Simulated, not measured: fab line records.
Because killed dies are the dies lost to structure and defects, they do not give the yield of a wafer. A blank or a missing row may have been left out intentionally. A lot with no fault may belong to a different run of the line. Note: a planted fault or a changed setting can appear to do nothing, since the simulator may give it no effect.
Which tool is to blame? | flow n5-finfet | 30 wafers from 10 lots sampled at 5 of the route's 1938 steps

## WHAT THE GAUGES SHOWED, per wafer
N5_PMOS_HMC_CHANNEL_EPI_INSPECT_30: inspects for defects (darkfield).
lot  | measured    | on                | raw-defect-count
L463 | day 1 21:03 | defect-inspect-01 | 10 19 11
L467 | day 2 20:38 | defect-inspect-02 | 27 10 16
L470 | day 3 14:53 | defect-inspect-01 | 26 15 22
L471 | day 3 20:57 | defect-inspect-01 | 37 16 19
L473 | day 4 08:19 | defect-inspect-02 | 25 21 21
L479 | day 5 20:38 | defect-inspect-02 | 12 12 10
L482 | day 6 15:41 | defect-inspect-02 | 16 8 21
L483 | day 6 20:43 | defect-inspect-02 | 16 8 14
L485 | day 7 09:11 | defect-inspect-01 | 16 13 26
L486 | day 7 14:39 | defect-inspect-01 | 12 5 16

N5_FIN_SAQP_THK_MEAS_07.
lot  | measured    | on            | thk-nm (nm)
L463 | day 1 21:54 | film-metro-02 | 60.2 60.4 61.7
L467 | day 2 21:28 | film-metro-01 | 58.9 60.2 61.5
L470 | day 3 17:15 | film-metro-01 | 59.8 61.6 61.5
L471 | day 3 21:47 | film-metro-01 | 60.0 60.3 60.0
L473 | day 4 09:15 | film-metro-01 | 59.8 60.1 60.3
L479 | day 5 21:28 | film-metro-02 | 58.4 59.8 59.4
L482 | day 6 16:57 | film-metro-01 | 60.6 60.4 60.8
L483 | day 6 21:40 | film-metro-01 | 59.3 58.8 59.1
L485 | day 7 10:02 | film-metro-01 | 60.7 61.8 62.3
L486 | day 7 15:40 | film-metro-02 | 60.0 59.6 60.3

N5_BEOL_M4_RC_MEAS_101.
lot  | measured     | on        | CJ_P           | DIBL_N (mV/V)  | DIBL_P (mV/V)  | IOFF_N (nA/um)    | IOFF_P (nA/um) | ION_N (uA/um) | ION_P (uA/um) | SS_N (mV/dec)  | SS_P (mV/dec)  | VT_N (mV)   | VT_P (mV)
L463 | day 7 21:37  | prober-02 | 5.87 5.66 5.82 | 35.4 34.5 34.0 | 33.8 34.4 34.4 | 0.133 0.124 0.116 | 0.15 0.15 0.16 | 662 656 655   | 445 451 453   | 70.8 70.5 69.8 | 72.5 72.7 72.6 | 251 254 254 | -258 -256 -257
L467 | day 9 00:58  | prober-02 | 5.56 5.85 5.80 | 34.9 32.3 33.7 | 35.5 33.0 34.1 | 0.133 0.114 0.122 | 0.19 0.16 0.18 | 665 669 667   | 451 456 464   | 71.9 70.5 70.7 | 72.9 73.0 72.4 | 252 254 252 | -251 -253 -254
L470 | day 9 13:25  | prober-02 | 4.29 4.37 4.36 | 38.3 35.9 35.0 | 38.1 35.2 34.1 | 0.182 0.149 0.126 | 0.27 0.23 0.20 | 680 675 663   | 469 473 462   | 72.3 71.2 70.9 | 73.1 72.7 73.0 | 247 250 252 | -248 -245 -251
L471 | day 9 17:02  | prober-01 | 4.41 4.50 4.44 | 36.0 36.4 36.3 | 39.3 38.2 39.0 | 0.162 0.158 0.175 | 0.25 0.22 0.25 | 676 681 704   | 479 470 482   | 70.3 71.3 71.8 | 73.6 73.7 73.8 | 250 248 248 | -247 -247 -245
L473 | day 10 14:43 | prober-01 | 5.69 5.91 5.76 | 36.8 38.7 37.9 | 37.4 39.8 38.5 | 0.169 0.216 0.199 | 0.20 0.25 0.23 | 676 690 692   | 460 467 472   | 71.2 72.4 71.8 | 72.9 74.5 74.5 | 247 246 245 | -252 -249 -250
L479 | day 11 17:46 | prober-02 | 5.77 5.89 5.88 | 36.0 37.8 35.8 | 33.6 36.3 34.2 | 0.126 0.148 0.125 | 0.16 0.20 0.17 | 662 673 663   | 457 454 459   | 71.7 71.1 71.1 | 72.8 73.7 73.1 | 252 251 254 | -255 -251 -252
L482 | day 12 17:01 | prober-02 | 5.55 5.75 5.59 | 35.2 34.2 35.3 | 34.6 32.9 34.5 | 0.132 0.123 0.137 | 0.20 0.18 0.19 | 664 653 656   | 459 455 454   | 71.1 71.3 71.7 | 73.1 72.2 72.8 | 252 254 253 | -249 -251 -250
L483 | day 12 19:22 | prober-01 | 5.81 5.78 6.02 | 35.7 33.7 36.3 | 34.9 32.6 35.9 | 0.132 0.110 0.150 | 0.20 0.17 0.21 | 672 651 664   | 465 454 453   | 72.0 70.9 71.7 | 73.4 72.2 73.2 | 254 254 252 | -250 -249 -248
L485 | day 13 12:37 | prober-02 | 5.83 5.97 5.98 | 36.8 38.7 39.1 | 35.2 38.1 38.4 | 0.157 0.199 0.213 | 0.21 0.26 0.27 | 681 683 697   | 468 467 475   | 70.7 71.9 72.5 | 73.0 73.8 74.2 | 253 245 244 | -250 -244 -248
L486 | day 13 15:45 | prober-02 | 6.01 6.06 5.78 | 34.6 34.9 35.7 | 34.7 33.6 34.8 | 0.133 0.135 0.154 | 0.19 0.16 0.19 | 665 679 681   | 458 461 459   | 71.8 71.3 71.5 | 72.8 72.4 73.6 | 251 252 250 | -251 -253 -249

## TOOL THAT RAN EACH LOT (tool first, then ch and the chambers of the sampled wafers, then the start)
lot  | N5_ZERO_LAYER_ETCH_18           | N5_WELL_APT_IMPLANT_15
L463 | rie-si-02 ch 0,3, day 1 12:56   | implanter-02 ch 0, day 1 14:33
L467 | rie-si-04 ch 0,1,2, day 2 12:55 | implanter-02 ch 0, day 2 14:12
L470 | rie-si-02 ch 1,2,3, day 3 07:13 | implanter-02 ch 0, day 3 08:24
L471 | rie-si-04 ch 0,1,2, day 3 13:02 | implanter-02 ch 0, day 3 14:49
L473 | rie-si-04 ch 1,2,3, day 4 00:51 | implanter-01 ch 0, day 4 02:11
L479 | rie-si-04 ch 0,1,3, day 5 12:55 | implanter-01 ch 0, day 5 14:11
L482 | rie-si-01 ch 1,3, day 6 06:47   | implanter-01 ch 0, day 6 08:05
L483 | rie-si-04 ch 1,2,3, day 6 12:47 | implanter-02 ch 0, day 6 14:08
L485 | rie-si-04 ch 1,3, day 7 00:53   | implanter-02 ch 0, day 7 02:11
L486 | rie-si-01 ch 2,3, day 7 06:48   | implanter-01 ch 0, day 7 07:56
- N5_ZERO_LAYER_ETCH_18: etches Si in HBr/Cl2, target depth 120 nm, time 40 s.
- N5_WELL_APT_IMPLANT_15

## AS READ BY THE TOOLS THEMSELVES (means over the sampled wafers that have a number; for cases with no such wafer, the mark the record gives instead)
N5_ZERO_LAYER_ETCH_18.
lot  | tool      | drypump-motor-current-A (A) | oes-product-au (a.u.) | throttle-valve-pct (%)
L463 | rie-si-02 | 5.3                         | 1.003                 | 36.6
L467 | rie-si-04 | 5.9                         | 1.010                 | 36.3
L470 | rie-si-02 | 6.0                         | 1.007                 | 36.4
L471 | rie-si-04 | 5.9                         | 1.001                 | 36.3
L473 | rie-si-04 | 5.4                         | 1.005                 | 36.4
L479 | rie-si-04 | 5.9                         | 0.998                 | 36.3
L482 | rie-si-01 | 6.1                         | 0.980                 | 36.9
L483 | rie-si-04 | 5.5                         | 1.004                 | 36.4
L485 | rie-si-04 | 5.7                         | 0.990                 | 36.6
L486 | rie-si-01 | 5.6                         | 0.986                 | 36.5

N5_WELL_APT_IMPLANT_15.
lot  | tool         | dose-ions-cm2 | faraday-current-uA
L463 | implanter-02 | 1.4990e+13    | 192
L467 | implanter-02 | 1.5010e+13    | 191
L470 | implanter-02 | 9.0287e+12    | 116
L471 | implanter-02 | 9.0567e+12    | 113
L473 | implanter-01 | 1.5016e+13    | 193
L479 | implanter-01 | 1.5014e+13    | 187
L482 | implanter-01 | 1.4996e+13    | 190
L483 | implanter-02 | 1.4998e+13    | 190
L485 | implanter-02 | 1.4997e+13    | 186
L486 | implanter-01 | 1.5011e+13    | 195

## THE ANSWER, worked out from the rows above alone
Rule: what is usual is taken from the lots themselves. Put in order of their means at a reading, lots are off if they are a third of the lots or fewer, leave a main group of 4 or more, and stand apart from it by a gap of 3 or more times the standard deviation of the main group's means; of several such gaps the widest counts. If all means in a main group match to the digits the tables above print for the reading, that group is not used. A lot without any number at a reading at which 4 lots or more have one is off too. All remaining lots with rows at the step are treated as sound. The gauges are gone through in route order, then the tools' own readings, and for those a lot's mean is taken as printed above. The first step at which some lot is off is used, and at that step the reading that is off furthest; a lot without a number counts as furthest.
Off: at N5_BEOL_M4_RC_MEAS_101 (CJ_P), L470, L471. For the main group the mean is 5.82 and the standard deviation 0.098.
A tool fits if, at a process step before that reading, it ran every lot that is off, and no sound lot after the first of them. Not tried: the gauges at N5_BEOL_M4_RC_MEAS_101; whatever is off there is also off at N5_WELL_APT_IMPLANT_15, on other tools, and gauge error can't account for it. Of those tried, none fits.

## WHAT THE SIMULATOR HAD INSERTED
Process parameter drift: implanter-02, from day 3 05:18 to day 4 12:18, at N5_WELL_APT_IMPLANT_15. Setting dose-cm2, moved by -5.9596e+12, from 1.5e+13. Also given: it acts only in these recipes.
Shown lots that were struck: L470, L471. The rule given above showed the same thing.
